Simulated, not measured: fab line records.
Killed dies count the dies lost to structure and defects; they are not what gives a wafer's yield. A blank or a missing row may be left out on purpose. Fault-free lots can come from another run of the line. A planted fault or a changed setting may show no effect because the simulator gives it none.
fab line records	flow nand_harc
record lots=6	wafers=18	last_day=30
route steps=1302 shown P_M1@315 P_M2@318 END@1302
lots that met no fault: from a run of the same line without faults
start_h: hours from the record's first day to the start of the lot's first wafer shown	wait_h: time in hours since the lot's previous step	" unchanged from the row above	L1.1+2: a row that stands for several wafers	- no value present, or no start provided	* or withheld: withheld	< > ~ a bound
route shown NAME@n: a module of which the file shows steps, and the number in the route of the first	usual: mean and standard deviation over wafers with no fault	same: alike in all rows	chamber/n: place in a boat	sites: readings site by site	_std_site: the values' standard deviation	_edge_site: inner sites' mean taken away from outer sites' mean	radius_mm: how far each site lies from the wafer's centre	mask NAME#n: copy n	behind: tool/chamber where the wafer was last shaped	hold: cause of the lot's hold/its duration in hours/its outcome	device: which transistor (n, p or np) failed to switch	end of line: the route-end tests of the same wafers	a step with no rows: only its recipe	killed: count of dies lost to structure and defects at first sort (not the wafer's yield)	map: a wafer's dies, marking killed ones x, the rest . and places with no die _
set.NAME: the run value of the setting; set.NAME@STEP: its run value at that earlier step	model.NAME: the simulator's own value behind a step, which no gauge read
certain route steps with their lots: each step a table, each wafer a row
services: when a tool's chamber went out of use (start_h, in hours from the record's first day, below 0 if earlier), for how many hours, and the reason
## steps
# step NHARC_P_M1_INSPECT_27
# usual raw_defect_count=307/120
lot.wafer	tool	chamber	start_h	wait_h	raw_defect_count
L519.1	defect_inspect-02	-	172.61	0.0	167
L519.2	"	-	"	"	144
L519.6	"	-	"	"	210
L518.1	defect_inspect-02	-	173.55	0.0	248
L518.3	"	-	"	"	482
L518.6	"	-	"	"	337
L520.1	defect_inspect-01	-	196.18	0.0	299
L520.2	"	-	"	"	437
L520.4	"	-	"	"	464
L521.2	defect_inspect-02	-	205.64	0.0	613
L521.5	"	-	"	"	587
L521.6	"	-	"	"	640
L527.4	defect_inspect-02	-	278.69	0.0	353
L527.5	"	-	"	"	321
L527.6	"	-	"	"	323
L530.4	defect_inspect-01	-	296.85	0.0	424
L530.5	"	-	"	"	458
L530.6	"	-	"	"	344
# step NHARC_P_M1_PRE_CLEAN_32
# recipe time_s=12	temp_c=370	rf_power_w=300	gas=NH3
# usual heater_power_w=618/67
lot.wafer	tool	chamber	start_h	wait_h	heater_power_w
L519.1	pecvd-01	2	172.67	0.1	502
L519.2	"	0	"	"	628
L519.6	"	0	"	"	635
L518.1	pecvd-04	0	173.62	0.1	558
L518.3	"	2	"	"	696
L518.6	"	1	"	"	565
L520.2	pecvd-01	1	196.25	0.1	621
L520.1	"	2	"	"	600
L520.4	"	1	"	"	630
L521.2	pecvd-04	0	205.74	0.1	517
L521.6	"	1	"	"	488
L521.5	"	0	"	"	521
L527.5	pecvd-01	1	278.79	0.1	723
L527.4	"	2	"	"	554
L527.6	"	0	"	"	711
L530.4	pecvd-02	2	296.95	0.1	562
L530.5	"	0	"	"	571
L530.6	"	1	"	"	605
# step NHARC_P_M1_DEP_33
# recipe target_thk_a=300	temp_c=370	target_thk_nm=30	pressure_torr=3	flow_sccm=200	rf_w=450	material=SiCN
# usual heater_power_w=570/65
lot.wafer	tool	chamber	start_h	wait_h	heater_power_w
L519.1	pecvd-01	2	172.75	0.1	525
L519.2	"	0	"	"	662
L519.6	"	0	"	"	661
L518.1	pecvd-04	0	173.70	0.1	570
L518.3	"	2	"	"	608
L518.6	"	1	"	"	472
L520.2	pecvd-01	1	196.33	0.1	650
L520.1	"	2	"	"	530
L520.4	"	1	"	"	670
L521.2	pecvd-04	0	205.88	0.1	553
L521.6	"	1	"	"	479
L521.5	"	0	"	"	540
L527.5	pecvd-01	1	278.96	0.2	658
L527.4	"	2	"	"	535
L527.6	"	0	"	"	679
L530.4	pecvd-02	2	297.12	0.2	507
L530.5	"	0	"	"	519
L530.6	"	1	"	"	547
# step NHARC_P_M2_DEP_00
# recipe target_thk_a=1825	target_thk_nm=182.5	temp_c=withheld	pressure_torr=5	flow_sccm=200	rf_w=600	material=SiOC
# step NHARC_P_M2_DEHYDRATE_01
# recipe temp_c=150	time_s=120
# step NHARC_P_M2_HMDS_02
# recipe time_s=30
# step NHARC_P_M2_COAT_34
# recipe temp_c=200	time_s=65
# step NHARC_P_M2_COAT_03
# recipe spin_rpm=1500	resist_thk_nm=90
# step NHARC_P_M2_SOFTBAKE_04
# recipe temp_c=105	time_s=55
# step NHARC_P_M2_EBR_05
# step NHARC_P_M2_EXPOSE_06
# recipe na=1.35	target_cd_nm=170	dose_mj=80.78	mask_id=P_M2
# step NHARC_P_M2_PEB_07
# recipe peb_temp_c=100	peb_time_s=65
# usual chill_plate_temp_C=23.02/0.12
lot.wafer	tool	chamber	start_h	wait_h	chill_plate_temp_C
L519.1	litho_track-04	0	173.93	0.1	23.11
L519.2	"	0	"	"	23.05
L519.6	"	0	"	"	23.08
L518.1	litho_track-01	0	174.75	0.1	23.13
L518.3	"	0	"	"	23.18
L518.6	"	0	"	"	23.18
L520.1	litho_track-01	0	197.49	0.1	23.24
L520.2	"	0	"	"	23.10
L520.4	"	0	"	"	23.20
L521.2	litho_track-06	0	206.95	0.1	22.97
L521.5	"	0	"	"	22.95
L521.6	"	0	"	"	22.95
L527.4	litho_track-01	0	280.00	0.0	23.03
L527.5	"	0	"	"	23.07
L527.6	"	0	"	"	23.03
L530.4	litho_track-01	0	298.05	0.0	22.91
L530.5	"	0	"	"	22.99
L530.6	"	0	"	"	23.06
# step NHARC_P_M2_DEVELOP_08
# recipe develop_time_s=35	dev_temp_c=23
# step NHARC_P_M2_CD_MEAS_09
# recipe target_cd_nm=170	landing_energy_ev=500
# usual cd_nm=170.2/0.59
lot.wafer	tool	chamber	start_h	wait_h	cd_nm
L519.1	cd_sem-01	0	174.01	-	170.1
L519.2	"	0	"	"	170.3
L519.6	"	0	"	"	171.3
L518.1	cd_sem-03	0	174.83	-	169.5
L518.3	"	0	"	"	169.5
L518.6	"	0	"	"	169.8
L520.1	cd_sem-03	0	197.57	-	169.7
L520.2	"	0	"	"	169.9
L520.4	"	0	"	"	170.1
L521.2	cd_sem-02	0	207.03	-	171.0
L521.5	"	0	"	"	170.8
L521.6	"	0	"	"	170.8
L527.4	cd_sem-02	0	280.09	-	173.7
L527.5	"	0	"	"	174.3
L527.6	"	0	"	"	175.2
L530.4	cd_sem-01	0	298.13	-	173.6
L530.5	"	0	"	"	173.5
L530.6	"	0	"	"	174.2
# step NHARC_P_M2_OVL_MEAS_10
# recipe pitch_nm=340
# usual overlay_x_nm=0.0/0.71	overlay_y_nm=0.0/0.84
lot.wafer	tool	chamber	start_h	wait_h	overlay_x_nm	overlay_y_nm
L519.1	overlay-02	-	174.11	-	-0.8	-0.1
L519.2	"	-	"	"	-0.2	-0.1
L519.6	"	-	"	"	0.5	-0.5
L518.1	overlay-01	-	174.92	-	-0.3	1.7
L518.3	"	-	"	"	-0.2	1.3
L518.6	"	-	"	"	-0.7	1.6
L520.1	overlay-02	-	197.66	-	1.7	0.2
L520.2	"	-	"	"	1.9	-0.1
L520.4	"	-	"	"	0.9	-0.5
L521.2	overlay-02	-	207.12	-	-0.6	0.7
L521.5	"	-	"	"	-1.3	0.9
L521.6	"	-	"	"	-0.3	1.2
L527.4	overlay-02	-	280.17	-	-0.8	-0.3
L527.5	"	-	"	"	-0.9	-0.4
L527.6	"	-	"	"	-0.5	-0.2
L530.4	overlay-02	-	298.21	-	-0.2	1.6
L530.5	"	-	"	"	0.3	1.5
L530.6	"	-	"	"	0.2	1.7
# step NHARC_P_M2_INSPECT_11
# usual raw_defect_count=4.5/2.2
lot.wafer	tool	chamber	start_h	wait_h	raw_defect_count
L519.1	defect_inspect-01	-	174.14	0.0	2
L519.2	"	-	"	"	7
L519.6	"	-	"	"	2
L518.1	defect_inspect-02	-	174.96	0.0	3
L518.3	"	-	"	"	4
L518.6	"	-	"	"	2
L520.1	defect_inspect-01	-	197.70	0.0	1
L520.2	"	-	"	"	3
L520.4	"	-	"	"	3
L521.2	defect_inspect-02	-	207.16	0.0	7
L521.5	"	-	"	"	7
L521.6	"	-	"	"	8
L527.4	defect_inspect-01	-	280.20	0.0	5
L527.5	"	-	"	"	3
L527.6	"	-	"	"	2
L530.4	defect_inspect-02	-	298.25	0.0	6
L530.5	"	-	"	"	7
L530.6	"	-	"	"	7
# step NHARC_P_M2_DESCUM_14
# recipe time_s=3	o2_flow_sccm=200	ar_flow_sccm=0	bias_power_w=0	chemistry=O2
# usual chamber_pressure_mTorr=60.01/0.059	drypump_motor_current_A=5.8/0.42	oes_product_au=0.996/0.011	rf_vpp_V=57.8/0.93	showerhead_plenum_p_Torr=1.91/0.099	throttle_valve_pct=11.312/0.0094
lot.wafer	tool	chamber	start_h	wait_h	chamber_pressure_mTorr	drypump_motor_current_A	oes_product_au	rf_hours_counter_h	rf_vpp_V	showerhead_plenum_p_Torr	throttle_valve_pct	model.P_M2.cd_nm
L519.2	rie_diel-03	1	174.20	0.1	59.99	6.3	0.988	2.5	58.2	2.04	11.322	170.7
L519.1	"	3	"	"	59.94	5.0	0.996	3.4	57.2	1.98	11.319	170.7
L519.6	"	2	"	"	59.96	5.7	1.009	-	57.9	1.79	11.306	171.1
L518.1	rie_diel-12	0	175.03	0.1	59.98	6.0	1.007	6.5	55.6	1.81	11.326	169.2
L518.3	"	1	"	"	60.00	6.2	0.981	5.6	55.5	1.81	11.313	168.5
L518.6	"	1	"	"	60.05	6.2	0.981	-	57.8	1.81	11.316	169.4
L520.4	rie_diel-12	0	197.76	0.1	60.01	5.9	1.003	7.8	56.6	1.81	11.299	169.3
L520.2	"	1	"	"	59.98	6.2	0.989	7.0	58.2	1.81	11.309	169.1
L520.1	"	3	"	"	60.06	5.8	0.997	5.2	57.4	1.78	11.323	169.5
L521.2	rie_diel-03	1	207.24	0.1	59.97	6.3	0.987	3.2	59.2	2.04	11.302	171.2
L521.6	"	2	"	"	59.98	5.7	1.007	-	56.2	1.79	11.312	170.8
L521.5	"	3	"	"	59.99	5.0	1.004	-	58.1	1.98	11.310	170.7
L527.4	rie_diel-12	0	280.27	0.1	60.01	6.0	1.005	0.1	58.2	1.81	11.303	174.3
L527.6	"	3	"	"	60.08	5.8	1.011	-	56.7	1.78	11.294	175.2
L527.5	"	0	"	"	60.04	6.0	1.006	-	56.5	1.81	11.308	174.5
L530.4	rie_diel-03	2	298.33	0.1	59.93	5.7	1.001	0.1	56.9	1.79	11.309	173.3
L530.5	"	3	"	"	59.98	5.0	1.016	-	59.3	1.98	11.304	173.4
L530.6	"	0	"	"	60.06	5.9	1.011	-	58.0	1.90	11.318	174.4
# step NHARC_P_M2_ETCH_35
# recipe target_depth_a=400	overetch_a=120	time_s=43.94	ion_energy_ev=200	n2_flow_sccm=150	h2_flow_sccm=150	ar_flow_sccm=0	rf_w=400	bias_w=150	chemistry=N2/H2
# usual chamber_pressure_mTorr=29.996/0.027	drypump_motor_current_A=5.8/0.42	oes_product_au=0.997/0.011	rf_vpp_V=430.4/3	showerhead_plenum_p_Torr=2.03/0.11	throttle_valve_pct=14.171/0.01
lot.wafer	tool	chamber	start_h	wait_h	chamber_pressure_mTorr	drypump_motor_current_A	oes_product_au	rf_hours_counter_h	rf_vpp_V	showerhead_plenum_p_Torr	throttle_valve_pct
L519.1	rie_diel-03	1	174.29	0.1	30.002	6.3	1.003	2.5	433.3	2.18	14.185
L519.2	"	2	"	"	30.045	5.7	1.014	3.2	426.1	1.91	14.171
L519.6	"	1	"	"	29.997	6.3	1.002	-	435.0	2.18	14.175
L518.3	rie_diel-12	2	175.12	0.1	30.009	5.6	0.980	4.5	431.1	2.06	14.177
L518.1	"	0	"	"	29.972	6.0	1.012	6.5	428.2	1.93	14.150
L518.6	"	2	"	"	30.003	5.6	0.991	-	432.7	2.06	14.173
L520.2	rie_diel-12	2	197.84	0.1	30.028	5.6	0.980	5.9	430.6	2.06	14.160
L520.4	"	0	"	"	29.980	6.0	0.997	7.9	427.6	1.92	14.171
L520.1	"	1	"	"	29.973	6.2	0.980	7.0	429.4	1.93	14.164
L521.2	rie_diel-03	1	207.30	0.1	29.971	6.3	1.003	3.2	436.0	2.18	14.173
L521.5	"	1	"	"	30.005	6.3	0.990	-	433.6	2.18	14.158
L521.6	"	2	"	"	30.017	5.7	1.000	-	427.3	1.91	14.156
L527.4	rie_diel-12	0	280.36	0.1	30.019	6.0	1.006	0.1	427.3	1.92	14.181
L527.6	"	2	"	"	30.003	5.6	0.987	-	431.7	2.05	14.165
L527.5	"	3	"	"	30.040	5.8	0.994	-	427.1	1.89	14.185
L530.4	rie_diel-03	0	298.39	0.1	29.961	6.0	1.012	0.1	431.4	2.03	14.181
L530.5	"	0	"	"	29.987	6.0	1.001	-	430.4	2.03	14.177
L530.6	"	1	"	"	30.027	6.3	0.995	-	435.4	2.18	14.183
# step NHARC_P_M2_ETCH_15
# recipe target_depth_a=1825	time_s=91.2	c4f8_flow_sccm=withheld	ar_flow_sccm=400	rf_w=600	bias_w=300	chemistry=C4F8/Ar
# usual chamber_pressure_mTorr=24.998/0.025	oes_product_au=0.947/0.025	rf_vpp_V=441/3.2
lot.wafer	tool	chamber	start_h	wait_h	chamber_pressure_mTorr	oes_product_au	rf_hours_counter_h	rf_vpp_V
L519.1	rie_diel-03	3	-	-	25.001	0.985	3.4	444
L519.2	"	0	"	"	25.023	0.977	3.7	440
L519.6	"	2	"	"	25.023	0.960	-	437
L518.3	rie_diel-12	2	-	-	24.941	0.911	4.5	442
L518.1	"	0	"	"	25.012	0.930	6.6	439
L518.6	"	1	"	"	24.983	0.922	-	436
L520.1	rie_diel-12	1	-	-	25.014	0.925	7.0	439
L520.2	"	2	"	"	24.960	0.911	5.9	440
L520.4	"	3	"	"	25.003	0.915	5.2	438
L521.2	rie_diel-03	3	-	-	24.996	0.968	5.0	443
L521.5	"	3	"	"	24.967	0.967	-	443
L521.6	"	0	"	"	24.984	0.982	-	441
L527.4	rie_diel-12	0	-	-	24.996	0.985	0.1	438
L527.6	"	1	"	"	24.997	0.960	-	439
L527.5	"	2	"	"	25.007	0.975	-	441
L530.4	rie_diel-03	0	-	-	25.014	0.971	0.1	440
L530.5	"	2	"	"	24.989	0.985	-	436
L530.6	"	3	"	"	24.952	0.972	-	444
# step NHARC_P_M2_CD_MEAS_16
# usual cd_nm=170.2/0.92
lot.wafer	tool	chamber	start_h	wait_h	cd_nm
L519.1	cd_sem-01	-	174.51	-	171.4
L519.2	"	-	"	"	170.8
L519.6	"	-	"	"	171.3
L518.1	cd_sem-01	-	175.37	-	169.2
L518.3	"	-	"	"	167.9
L518.6	"	-	"	"	168.5
L520.1	cd_sem-01	-	198.06	-	169.3
L520.2	"	-	"	"	168.4
L520.4	"	-	"	"	169.2
L521.2	cd_sem-01	-	207.52	-	171.4
L521.5	"	-	"	"	171.0
L521.6	"	-	"	"	170.8
L527.4	cd_sem-03	-	280.57	-	173.6
L527.5	"	-	"	"	174.3
L527.6	"	-	"	"	175.1
L530.4	cd_sem-02	-	298.62	-	173.4
L530.5	"	-	"	"	173.7
L530.6	"	-	"	"	174.5
# step NHARC_P_M2_STRIP_18
# recipe power_w=1000	n2_flow_sccm=150	h2_flow_sccm=150	ar_flow_sccm=0	bias_w=0	chemistry=N2/H2
# usual chamber_pressure_mTorr=30.005/0.026	drypump_motor_current_A=5.8/0.41	oes_product_au=0.997/0.01	rf_vpp_V=90.7/1	showerhead_plenum_p_Torr=2.05/0.11	throttle_valve_pct=14.171/0.0089
lot.wafer	tool	chamber	start_h	wait_h	chamber_pressure_mTorr	drypump_motor_current_A	oes_product_au	rf_hours_counter_h	rf_vpp_V	showerhead_plenum_p_Torr	throttle_valve_pct
L519.2	rie_diel-12	0	174.58	0.1	30.013	6.0	1.010	6.4	91.0	1.93	14.187
L519.1	"	1	"	"	30.003	6.2	0.982	5.5	88.2	1.93	14.184
L519.6	"	2	"	"	29.994	5.6	0.982	-	89.3	2.06	14.180
L518.1	rie_diel-03	3	175.44	0.1	29.978	4.9	0.999	3.6	91.4	2.12	14.166
L518.3	"	2	"	"	29.990	5.7	1.002	3.4	88.7	1.91	14.181
L518.6	"	0	"	"	29.978	5.9	1.003	-	91.3	2.03	14.160
L520.1	rie_diel-12	3	198.16	0.1	30.014	5.7	0.990	5.3	88.6	1.89	14.176
L520.4	"	0	"	"	30.024	6.0	1.010	7.9	90.6	1.92	14.168
L520.2	"	1	"	"	30.011	6.2	0.987	7.0	91.2	1.93	14.169
L521.2	rie_diel-03	0	207.62	0.1	30.028	5.9	1.004	5.1	91.7	2.03	14.182
L521.5	"	3	"	"	29.967	5.0	1.005	-	90.2	2.12	14.171
L521.6	"	0	"	"	29.994	6.0	0.992	-	91.8	2.03	14.177
L527.4	rie_diel-04	2	280.67	0.1	30.004	5.7	0.983	3.1	92.4	2.10	14.171
L527.6	"	1	"	"	30.036	5.4	1.002	-	91.6	2.19	14.171
L527.5	"	2	"	"	29.940	5.7	0.992	-	92.8	2.10	14.188
L530.4	rie_diel-12	3	298.68	0.1	30.006	5.8	1.007	0.2	90.9	1.89	14.172
L530.5	"	3	"	"	30.019	5.8	1.000	-	90.1	1.89	14.171
L530.6	"	0	"	"	29.959	5.9	1.020	-	89.1	1.92	14.171
# step NHARC_P_M2_ETCH_28
# recipe target_depth_a=300	over_etch_frac=0.3	time_s=72.99	ion_energy_ev=150	cf4_flow_sccm=50	n2_flow_sccm=100	ar_flow_sccm=150	rf_w=300	bias_w=100	chemistry=CF4/N2
# usual chamber_pressure_mTorr=30.002/0.027	drypump_motor_current_A=5.8/0.41	oes_product_au=0.997/0.011	rf_vpp_V=314.3/2.3	showerhead_plenum_p_Torr=2.64/0.13	throttle_valve_pct=19.794/0.01
lot.wafer	tool	chamber	start_h	wait_h	chamber_pressure_mTorr	drypump_motor_current_A	oes_product_au	rf_hours_counter_h	rf_vpp_V	showerhead_plenum_p_Torr	throttle_valve_pct	model.P_M2.cd_nm
L519.1	rie_diel-12	1	-	-	30.029	6.2	0.984	5.6	312.3	2.50	19.799	171.5
L519.2	"	2	"	"	29.946	5.6	0.986	4.4	314.7	2.64	19.798	169.9
L519.6	"	2	"	"	30.004	5.6	0.982	-	316.2	2.64	19.805	171.7
L518.1	rie_diel-03	2	-	-	29.993	5.7	1.004	3.4	310.2	2.47	19.787	169.7
L518.3	"	3	"	"	30.063	5.0	1.008	3.6	315.8	2.72	19.786	169.9
L518.6	"	2	"	"	29.961	5.7	1.000	-	310.0	2.47	19.801	168.4
L520.2	rie_diel-12	1	-	-	30.008	6.2	0.995	7.1	311.1	2.50	19.789	169.2
L520.1	"	2	"	"	30.015	5.6	0.991	6.0	315.0	2.64	19.794	168.9
L520.4	"	0	"	"	29.999	6.0	1.009	7.9	310.1	2.49	19.791	169.2
L521.2	rie_diel-03	2	-	-	30.036	5.7	0.997	4.7	310.4	2.47	19.794	171.2
L521.5	"	1	"	"	30.052	6.3	0.984	-	316.7	2.79	19.813	171.3
L521.6	"	2	"	"	30.009	5.7	0.995	-	312.4	2.47	19.785	170.6
L527.4	rie_diel-04	3	-	-	30.016	6.5	0.990	3.3	316.6	2.81	19.804	173.5
L527.6	"	0	"	"	30.019	5.5	0.982	-	315.4	2.70	19.781	175.6
L527.5	"	1	"	"	30.006	5.4	1.003	-	317.1	2.81	19.795	174.7
L530.4	rie_diel-12	3	-	-	29.960	5.8	1.003	0.3	309.8	2.45	19.807	173
L530.6	"	2	"	"	30.024	5.6	0.979	-	314.7	2.64	19.793	173.9
L530.5	"	3	"	"	30.007	5.8	1.005	-	311.4	2.45	19.812	172.7
# step NHARC_P_M2_STRIP_19
# recipe time_s=600	temp_c=30	chemistry=post_etch_residue_remover
# step NHARC_END_SORT_01
# recipe temp_c=25
# usual defect_limited_yield=91.2/2.6	killed_at_array=55/17	killed_at_other=1.1/1.6	killed_at_periphery=3.8/2.5	killed_dies=60/18	killed_open=3.3/1.9	killed_short=2.5/1.7
# same gross_dies=677
lot.wafer	tool	chamber	start_h	wait_h	defect_limited_yield[%]	killed_at_array	killed_at_other	killed_at_periphery	killed_dies	killed_open	killed_short
L527.5	prober-02	0	718.74	3.7	90.4	60	0	5	65	6	2
# killed by level:class
L527.5 A_CHANNEL_HOLE_D1:chamber_film_flake=28 A_CHANNEL_HOLE_D2:chamber_film_flake=14 A_SLIT:chamber_film_flake=6 P_M2:chamber_film_flake=3 A_CONTACT:chamber_film_flake=3 A_BLC:geometric_particle:open=2 A_STAIRCASE:chamber_film_flake=2 P_CONTACT:geometric_particle:open=1
## services
tool	chamber	start_h	hours	kind
rie_diel-12	0	149.79	-	clean
rie_diel-12	1	149.79	-	clean
rie_diel-12	2	149.79	-	clean
rie_diel-12	3	149.79	-	clean
pecvd-04	2	150.37	3.6	repair
litho_track-01	-	155.00	7.0	pm
pecvd-04	0	156.10	6.4	repair
rie_diel-12	0	174.29	-	clean
rie_diel-12	1	174.29	-	clean
rie_diel-12	2	174.29	-	clean
rie_diel-12	3	174.38	8.2	repair
rie_diel-04	-	177.90	9.0	pm
litho_track-06	-	179.00	7.0	pm
pecvd-04	1	184.36	9.4	repair
rie_diel-03	1	193.36	5.2	repair
litho_track-04	-	203.00	7.0	pm
pecvd-01	-	204.77	3.1	repair
pecvd-02	1	217.51	4.9	repair
pecvd-02	-	227.00	13.0	pm
rie_diel-03	0	236.72	1.6	repair
pecvd-04	2	249.57	3.4	repair
rie_diel-12	-	268.40	9.0	pm
pecvd-04	-	269.00	13.0	pm
rie_diel-03	-	281.30	9.0	pm
## key
first_sign step=NHARC_P_M2_CD_MEAS_09	reading=cd_nm	direction=up	sigmas=6.6	usual=170.2	struck=174.1	through=control_loop
effect step=NHARC_P_M2_CD_MEAS_16	reading=cd_nm	direction=up	sigmas=4.2	usual=170.2	struck=174.1	through=control_loop
model_effect step=NHARC_P_M2_DESCUM_14	value=P_M2.cd_nm	without=170.3	struck=174.2
model_effect step=NHARC_P_M2_ETCH_28	value=P_M2.cd_nm	without=170	struck=173.9
met_at NHARC_P_M2_PEB_07
struck_wafers L527.4,L527.5,L527.6,L530.4,L530.5,L530.6
loop_trim step=NHARC_P_M2_EXPOSE_06	setting=dose	lots=L530
onset_between 197.49 280.00
also_fits time
fault kind=process_parameter_drift	tool=litho_track-01	chamber=-	onset_h=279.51	steps=NHARC_P_M2_PEB_07	channel=peb_time_s	offset=*	shape=step	end_h=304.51	acts_in=*	stated=*
# loop_trim: a control loop set the setting to another value than it would have without faults
